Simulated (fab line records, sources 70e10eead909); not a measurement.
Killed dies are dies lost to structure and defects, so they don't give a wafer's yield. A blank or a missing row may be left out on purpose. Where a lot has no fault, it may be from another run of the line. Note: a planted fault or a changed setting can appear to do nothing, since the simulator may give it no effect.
The tool behind it: which one? || flow nand-harc || 13 lots with 39 wafers sampled at 6 steps, on a route of 1159 steps

== WHAT THE GAUGES READ, wafer by wafer ==
NHARC_A_START_INSPECT_01.
{"lot": "L630", "measured": "day 6 13:02", "on": "defect-inspect-01", "raw-defect-count": "4 5 2"}
{"lot": "L631", "measured": "day 6 22:14", "on": "defect-inspect-01", "raw-defect-count": "1 4 2"}
{"lot": "L632", "measured": "day 6 22:38", "on": "defect-inspect-02", "raw-defect-count": "3 4 3"}
{"lot": "L633", "measured": "day 7 14:03", "on": "defect-inspect-01", "raw-defect-count": "5 4 3"}
{"lot": "L634", "measured": "day 7 14:43", "on": "defect-inspect-02", "raw-defect-count": "2 5 5"}
{"lot": "L635", "measured": "day 7 20:46", "on": "defect-inspect-02", "raw-defect-count": "3 2 4"}
{"lot": "L636", "measured": "day 8 03:53", "on": "defect-inspect-01", "raw-defect-count": "5 2 5"}
{"lot": "L638", "measured": "day 8 08:46", "on": "defect-inspect-02", "raw-defect-count": "3 5 3"}
{"lot": "L640", "measured": "day 9 03:22", "on": "defect-inspect-02", "raw-defect-count": "3 2 6"}
{"lot": "L644", "measured": "day 10 07:22", "on": "defect-inspect-01", "raw-defect-count": "5 2 4"}
{"lot": "L646", "measured": "day 10 16:31", "on": "defect-inspect-02", "raw-defect-count": "1 2 5"}
{"lot": "L650", "measured": "day 11 06:30", "on": "defect-inspect-01", "raw-defect-count": "5 4 1"}
{"lot": "L649", "measured": "day 11 15:28", "on": "defect-inspect-02", "raw-defect-count": "2 0 3"}

NHARC_A_ONON_D1_THK_MEAS_18: measures by ellipsometry.
{"lot": "L630", "measured": "day 8 00:11", "on": "film-metro-01", "thk-nm (nm)": "1020 1019 1019"}
{"lot": "L631", "measured": "day 8 05:32", "on": "film-metro-01", "thk-nm (nm)": "1004 1006 1003"}
{"lot": "L632", "measured": "day 8 05:31", "on": "film-metro-01", "thk-nm (nm)": "1004 1001 1000"}
{"lot": "L633", "measured": "day 9 00:55", "on": "film-metro-01", "thk-nm (nm)": "1014 1011 1014"}
{"lot": "L634", "measured": "day 9 00:53", "on": "film-metro-01", "thk-nm (nm)": "1000 1003 1002"}
{"lot": "L635", "measured": "day 9 06:05", "on": "film-metro-01", "thk-nm (nm)": "1021 1022 1022"}
{"lot": "L636", "measured": "day 9 20:15", "on": "film-metro-01", "thk-nm (nm)": "997 995 997"}
{"lot": "L638", "measured": "day 9 19:55", "on": "film-metro-01", "thk-nm (nm)": "1001 1001 1000"}
{"lot": "L640", "measured": "day 10 13:41", "on": "film-metro-01", "thk-nm (nm)": "997 996 996"}
{"lot": "L644", "measured": "day 11 16:59", "on": "film-metro-02", "thk-nm (nm)": "651 651 650 650 651 649"}
{"lot": "L646", "measured": "day 12 01:37", "on": "film-metro-01", "thk-nm (nm)": "627 629 630 629 626 626"}
{"lot": "L650", "measured": "day 12 16:25", "on": "film-metro-02", "thk-nm (nm)": "995 995 993"}
{"lot": "L649", "measured": "day 13 02:01", "on": "film-metro-01", "thk-nm (nm)": "1015 1014 1015"}

NHARC_END_SORT_01.
{"lot": "L630", "measured": "day 19 17:14", "on": "prober-02", "killed-at-array": "33 30 38", "killed-at-other": "0 1 0", "killed-at-periphery": "2 5 5", "killed-dies": "35 36 43", "killed-open": "3 3 5", "killed-short": "1 0 2"}
{"lot": "L631", "measured": "day 20 02:32", "on": "prober-02", "killed-at-array": "26 35 35", "killed-at-other": "0 1 1", "killed-at-periphery": "5 5 1", "killed-dies": "31 41 37", "killed-open": "3 4 3", "killed-short": "0 5 2"}
{"lot": "L632", "measured": "day 19 10:23", "on": "prober-01", "killed-at-array": "10 13 13", "killed-at-other": "1 2 1", "killed-at-periphery": "6 1 2", "killed-dies": "17 16 16", "killed-open": "4 3 3", "killed-short": "1 0 4"}
{"lot": "L633", "measured": "day 23 21:30", "on": "prober-02", "killed-at-array": "19 19 21", "killed-at-other": "1 0 0", "killed-at-periphery": "6 2 3", "killed-dies": "26 21 24", "killed-open": "4 3 6", "killed-short": "6 2 3"}
{"lot": "L634", "measured": "day 23 19:52", "on": "prober-01", "killed-at-array": "18 19 14", "killed-at-other": "2 1 2", "killed-at-periphery": "2 1 1", "killed-dies": "22 21 17", "killed-open": "3 0 0", "killed-short": "1 1 2"}
{"lot": "L635", "measured": "day 24 04:32", "on": "prober-02", "killed-at-array": "9 10 15", "killed-at-other": "0 0 0", "killed-at-periphery": "1 2 1", "killed-dies": "10 12 16", "killed-open": "4 0 5", "killed-short": "2 1 3"}
{"lot": "L636", "measured": "day 24 11:29", "on": "prober-02", "killed-at-array": "11 15 12", "killed-at-other": "0 2 1", "killed-at-periphery": "7 4 10", "killed-dies": "18 21 23", "killed-open": "3 4 4", "killed-short": "2 1 1"}
{"lot": "L638", "measured": "day 24 05:25", "on": "prober-01", "killed-at-array": "20 20 21", "killed-at-other": "0 1 0", "killed-at-periphery": "4 4 5", "killed-dies": "24 25 26", "killed-open": "4 4 3", "killed-short": "1 1 1"}
{"lot": "L640", "measured": "day 24 19:15", "on": "prober-02", "killed-at-array": "51 35 41", "killed-at-other": "1 1 4", "killed-at-periphery": "5 2 9", "killed-dies": "57 38 54", "killed-open": "6 1 7", "killed-short": "6 1 3"}
{"lot": "L644", "measured": "day 25 10:55", "on": "prober-01", "killed-at-array": "670 675 675", "killed-at-other": "3 2 0", "killed-at-periphery": "4 0 2", "killed-dies": "677 677 677", "killed-open": "2 2 0", "killed-short": "1 2 1"}
{"lot": "L646", "measured": "day 26 02:29", "on": "prober-02", "killed-at-array": "671 674 673", "killed-at-other": "3 1 1", "killed-at-periphery": "3 2 3", "killed-dies": "677 677 677", "killed-open": "4 4 3", "killed-short": "2 0 2"}
{"lot": "L650", "measured": "day 26 02:29", "on": "prober-01", "killed-at-array": "23 21 19", "killed-at-other": "0 0 0", "killed-at-periphery": "0 2 1", "killed-dies": "23 23 20", "killed-open": "5 5 5", "killed-short": "2 5 0"}
{"lot": "L649", "measured": "day 27 04:17", "on": "prober-01", "killed-at-array": "32 21 30", "killed-at-other": "0 1 2", "killed-at-periphery": "3 0 0", "killed-dies": "35 22 32", "killed-open": "5 4 2", "killed-short": "3 1 4"}

== WHAT TOOL EACH LOT RAN ON (gives the tool, then ch and the chambers of the sampled wafers, and finally the start) ==
{"lot": "L630", "NHARC_P_M2_PRE_CLEAN_30": "pvd-sputter-02, day 6 07:58 or earlier", "NHARC_P_M2_PRE_CLEAN_32": "pecvd-01 ch 0,1,2, day 6 07:58", "NHARC_A_ONON_D1_DEP_16": "pecvd-onon-01 ch 0, day 7 23:40"}
{"lot": "L631", "NHARC_P_M2_PRE_CLEAN_30": "pvd-sputter-01, day 6 17:05 or earlier", "NHARC_P_M2_PRE_CLEAN_32": "pecvd-04 ch 1,2, day 6 17:05", "NHARC_A_ONON_D1_DEP_16": "pecvd-onon-02 ch 0, day 8 05:08"}
{"lot": "L632", "NHARC_P_M2_PRE_CLEAN_30": "pvd-sputter-02, day 6 17:22 or earlier", "NHARC_P_M2_PRE_CLEAN_32": "pecvd-03 ch 0,1,2, day 6 17:22", "NHARC_A_ONON_D1_DEP_16": "pecvd-onon-01 ch 0, day 8 05:01"}
{"lot": "L633", "NHARC_P_M2_PRE_CLEAN_30": "pvd-sputter-02, day 7 09:05 or earlier", "NHARC_P_M2_PRE_CLEAN_32": "pecvd-03 ch 0,2, day 7 09:05", "NHARC_A_ONON_D1_DEP_16": "pecvd-onon-01 ch 0, day 9 00:29"}
{"lot": "L634", "NHARC_P_M2_PRE_CLEAN_30": "pvd-sputter-03, day 7 09:38 or earlier", "NHARC_P_M2_PRE_CLEAN_32": "pecvd-03 ch 1,2, day 7 09:38", "NHARC_A_ONON_D1_DEP_16": "pecvd-onon-02 ch 0, day 9 00:22"}
{"lot": "L635", "NHARC_P_M2_PRE_CLEAN_30": "pvd-sputter-01, day 7 15:34 or earlier", "NHARC_P_M2_PRE_CLEAN_32": "pecvd-04 ch 0,2, day 7 15:34", "NHARC_A_ONON_D1_DEP_16": "pecvd-onon-04 ch 0, day 9 05:37"}
{"lot": "L636", "NHARC_P_M2_PRE_CLEAN_30": "pvd-sputter-03, day 7 22:53 or earlier", "NHARC_P_M2_PRE_CLEAN_32": "pecvd-04 ch 0,1, day 7 22:53", "NHARC_A_ONON_D1_DEP_16": "pecvd-onon-02 ch 0, day 9 19:45"}
{"lot": "L638", "NHARC_P_M2_PRE_CLEAN_30": "pvd-sputter-01, day 8 03:49 or earlier", "NHARC_P_M2_PRE_CLEAN_32": "pecvd-01 ch 0,1,2, day 8 03:49", "NHARC_A_ONON_D1_DEP_16": "pecvd-onon-04 ch 0, day 9 19:31"}
{"lot": "L640", "NHARC_P_M2_PRE_CLEAN_30": "pvd-sputter-01, day 8 22:26 or earlier", "NHARC_P_M2_PRE_CLEAN_32": "pecvd-03 ch 1,2, day 8 22:26", "NHARC_A_ONON_D1_DEP_16": "pecvd-onon-04 ch 0, day 10 13:11"}
{"lot": "L644", "NHARC_P_M2_PRE_CLEAN_30": "pvd-sputter-03, day 10 02:25 or earlier", "NHARC_P_M2_PRE_CLEAN_32": "pecvd-01 ch 0,2, day 10 02:25", "NHARC_A_ONON_D1_DEP_16": "pecvd-onon-01 ch 0, day 11 16:28"}
{"lot": "L646", "NHARC_P_M2_PRE_CLEAN_30": "pvd-sputter-01, day 10 11:28 or earlier", "NHARC_P_M2_PRE_CLEAN_32": "pecvd-04 ch 0,1, day 10 11:28", "NHARC_A_ONON_D1_DEP_16": "pecvd-onon-01 ch 0, day 12 01:07"}
{"lot": "L650", "NHARC_P_M2_PRE_CLEAN_30": "pvd-sputter-02, day 11 01:10 or earlier", "NHARC_P_M2_PRE_CLEAN_32": "pecvd-03 ch 0,2, day 11 01:10", "NHARC_A_ONON_D1_DEP_16": "pecvd-onon-02 ch 0, day 12 15:55"}
{"lot": "L649", "NHARC_P_M2_PRE_CLEAN_30": "pvd-sputter-01, day 11 10:30 or earlier", "NHARC_P_M2_PRE_CLEAN_32": "pecvd-03 ch 0,1,2, day 11 10:30", "NHARC_A_ONON_D1_DEP_16": "pecvd-onon-04 ch 0, day 13 01:41"}
- NHARC_P_M2_PRE_CLEAN_30: time 30 s.
- NHARC_P_M2_PRE_CLEAN_32: time 12 s.
- NHARC_A_ONON_D1_DEP_16: target thk 1000 nm.

== AS READ BY THE TOOLS THEMSELVES (means over the sampled wafers that have a number; for cases with no such wafer, the mark the record gives instead) ==
NHARC_P_M2_PRE_CLEAN_30.
{"lot": "L630", "tool": "pvd-sputter-02", "heater-power-w (W)": 410}
{"lot": "L631", "tool": "pvd-sputter-01", "heater-power-w (W)": 393}
{"lot": "L632", "tool": "pvd-sputter-02", "heater-power-w (W)": 364}
{"lot": "L633", "tool": "pvd-sputter-02", "heater-power-w (W)": 372}
{"lot": "L634", "tool": "pvd-sputter-03", "heater-power-w (W)": 452}
{"lot": "L635", "tool": "pvd-sputter-01", "heater-power-w (W)": 399}
{"lot": "L636", "tool": "pvd-sputter-03", "heater-power-w (W)": 404}
{"lot": "L638", "tool": "pvd-sputter-01", "heater-power-w (W)": 394}
{"lot": "L640", "tool": "pvd-sputter-01", "heater-power-w (W)": 379}
{"lot": "L644", "tool": "pvd-sputter-03", "heater-power-w (W)": 403}
{"lot": "L646", "tool": "pvd-sputter-01", "heater-power-w (W)": 379}
{"lot": "L650", "tool": "pvd-sputter-02", "heater-power-w (W)": 393}
{"lot": "L649", "tool": "pvd-sputter-01", "heater-power-w (W)": 394}

NHARC_P_M2_PRE_CLEAN_32.
{"lot": "L630", "tool": "pecvd-01", "heater-power-w (W)": 699}
{"lot": "L631", "tool": "pecvd-04", "heater-power-w (W)": 602}
{"lot": "L632", "tool": "pecvd-03", "heater-power-w (W)": 664}
{"lot": "L633", "tool": "pecvd-03", "heater-power-w (W)": 617}
{"lot": "L634", "tool": "pecvd-03", "heater-power-w (W)": 706}
{"lot": "L635", "tool": "pecvd-04", "heater-power-w (W)": 619}
{"lot": "L636", "tool": "pecvd-04", "heater-power-w (W)": 608}
{"lot": "L638", "tool": "pecvd-01", "heater-power-w (W)": 706}
{"lot": "L640", "tool": "pecvd-03", "heater-power-w (W)": 729}
{"lot": "L644", "tool": "pecvd-01", "heater-power-w (W)": 728}
{"lot": "L646", "tool": "pecvd-04", "heater-power-w (W)": 590}
{"lot": "L650", "tool": "pecvd-03", "heater-power-w (W)": 697}
{"lot": "L649", "tool": "pecvd-03", "heater-power-w (W)": 705}

== THE ANSWER, worked out from the rows above alone ==
Rule: the usual values come from the lots themselves. Put in order of their means at a reading, lots are off if they are a third of the lots or fewer, leave a main group of 4 or more, and stand apart from it by a gap of 3 or more times the standard deviation of the main group's means; of several such gaps the widest counts. If all means in a main group match to the digits the tables above print for the reading, that group is not used. Also off: a lot with no number at a reading for which 4 or more lots have one. All remaining lots with rows at the step are treated as sound. The gauges are gone through in route order, then the tools' own readings, and for those a lot's mean is taken as printed above. At the first step where some lot is off, the reading lying furthest off is the one used; lots without a number count as furthest.
Off, at NHARC_A_ONON_D1_THK_MEAS_18 on thk-nm: L644, L646. Main group: mean 1006 nm, sd 9.2.
A tool fits if, at a process step before that reading, it ran every lot that is off, and no sound lot after the first of them. Not tried: the gauges at NHARC_A_ONON_D1_THK_MEAS_18; whatever is off there is also off at NHARC_END_SORT_01, on other tools, and gauge error can't account for it. NHARC_P_M2_PRE_CLEAN_30: start missing for some lots; hours and lot order therefore follow NHARC_P_M2_PRE_CLEAN_32. One candidate fits, namely pecvd-onon-01 at NHARC_A_ONON_D1_DEP_16. A fault onset in the window from L633 (day 9 00:29, its last sound lot) to L644 (day 11 16:28, its first lot off) fits.

== WHAT THE SIMULATOR PUT IN ==
pecvd-onon-01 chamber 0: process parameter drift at NHARC_A_ONON_D1_DEP_16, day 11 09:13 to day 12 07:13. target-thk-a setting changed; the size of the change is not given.
Shown lots that were struck: L644, L646. The rule given above showed the same thing.
